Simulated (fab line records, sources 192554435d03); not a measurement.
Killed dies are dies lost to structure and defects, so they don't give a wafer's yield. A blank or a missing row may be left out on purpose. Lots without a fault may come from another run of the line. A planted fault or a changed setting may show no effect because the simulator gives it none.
Problem report in the 8D (eight disciplines) form, filled by code | flow n5_finfet | the parts of the form that need people (team, actions taken, sign-off) are left out

1. THE PROBLEM
trench_depth_nm at N5_STI_FIN_REVEAL_FIN_H_MEAS_10 reads a mean of 45.6 nm on 4 wafers of 2 lots; wafers without a fault read 52.1 nm with a standard deviation of 0.65. That is -10 standard deviations from the usual mean.
First seen on wafer L121.3, day 5 20:18, on ocd-02. The record holds 27 wafers of 9 lots with a number at this step. Rule for "out", or "out of limits": more than 4 standard deviations from the usual mean. The other wafers with a number count as sound.

2. WHAT IT IS AND WHAT IT IS NOT
question                    | is                             | is not
which readings at this step | trench_depth_nm                | -
which lots                  | L121, L123                     | L114, L115, L117, L119, L127, L128, L131
which wafers of those lots  | L121.3, L121.6, L123.1, L123.4 | L121.4, L123.2
read on which gauges        | ocd-02                         | ocd-01
when                        | from day 5 20:18               | up to then (13 sound wafers); but 10 sound wafers of L123, L127, L128, L131 came after

3. SUSPECTS, AND WHAT RULES EACH OUT
Counting: a tool at a process step up to the reading stays a suspect if it ran every lot that is out. Sound lots after the first of them don't rule it out here, since some wafers of a struck lot are sound.
- the gauge at N5_STI_FIN_REVEAL_FIN_H_MEAS_10: kept. All the wafers that are out were read on ocd-02, and no step on other tools shows them out.
- ald_sin-04 at N5_STI_FIN_REVEAL_ALD_14 (deposits Si3N4, target thk 3 nm): kept. It ran every lot that is out, first L121 (day 5 11:37); its last sound lot up to then is L114 (day 3 16:19).
- rtp_anneal-02 at N5_STI_FIN_REVEAL_DENSIFY_30: kept. It ran every lot that is out, first L121 (day 5 17:04); its last sound lot up to then is L117 (day 4 16:11).
- vapor_etch-02 at N5_STI_FIN_REVEAL_RECESS_09 (chemistry HF/NH3, target SiO2, afs cycles 11, target depth 42.5 nm, sublimation time 60 s): kept. It ran every lot that is out, first L121 (day 5 18:05); its last sound lot up to then is L119 (day 5 04:31).
- Within vapor_etch-02 at N5_STI_FIN_REVEAL_RECESS_09: the wafers that are out ran in chamber 0; their sound lot-mates ran in chamber 1.
Left after counting: ald_sin-04 at N5_STI_FIN_REVEAL_ALD_14, rtp_anneal-02 at N5_STI_FIN_REVEAL_DENSIFY_30, vapor_etch-02 at N5_STI_FIN_REVEAL_RECESS_09, ocd-02 at N5_STI_FIN_REVEAL_FIN_H_MEAS_10.

4. THE CAUSE (what the simulator had put in)
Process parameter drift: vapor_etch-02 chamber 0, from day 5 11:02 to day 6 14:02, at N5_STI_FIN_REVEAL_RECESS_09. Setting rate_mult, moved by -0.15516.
Counting left 4 suspects, and this tool is among them.

5. THE CHAIN OF EFFECTS, in route order
Each row: a reading whose mean over the struck wafers that have a number lies more than 3 standard deviations from the usual. Only readings for which the record gives a usual standard deviation are gone through. hours: the time from each lot's start at the first step in this table that gives one to its start at this step, as a median over the lots. sigmas: the change in usual standard deviations.
hours | step                            | reading         | usual   | on struck wafers | change | sigmas
0     | N5_STI_FIN_REVEAL_FIN_H_MEAS_10 | trench_depth_nm | 52.1 nm | 45.6             | -6.5   | -10
Later measuring or inspecting steps at which every struck wafer that the step has a row for has a number for every such reading, and none has moved that far: N5_BEOL_M4_RC_MEAS_101.

6. WHAT WOULD HAVE CAUGHT IT SOONER
In this record the first reading out of limits at a measuring or inspecting step was taken at day 5 20:18, 9 hours after the fault began at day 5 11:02.
Of the tool readings at N5_STI_FIN_REVEAL_RECESS_09 for which the record gives a usual standard deviation, none was out on any struck wafer, so an alarm limit of 4 standard deviations on them would not have fired.
Of the lots that are out (2), L123 began N5_STI_FIN_REVEAL_RECESS_09 on vapor_etch-02 after day 5 20:18. A hold on the tool at that time would have spared it.
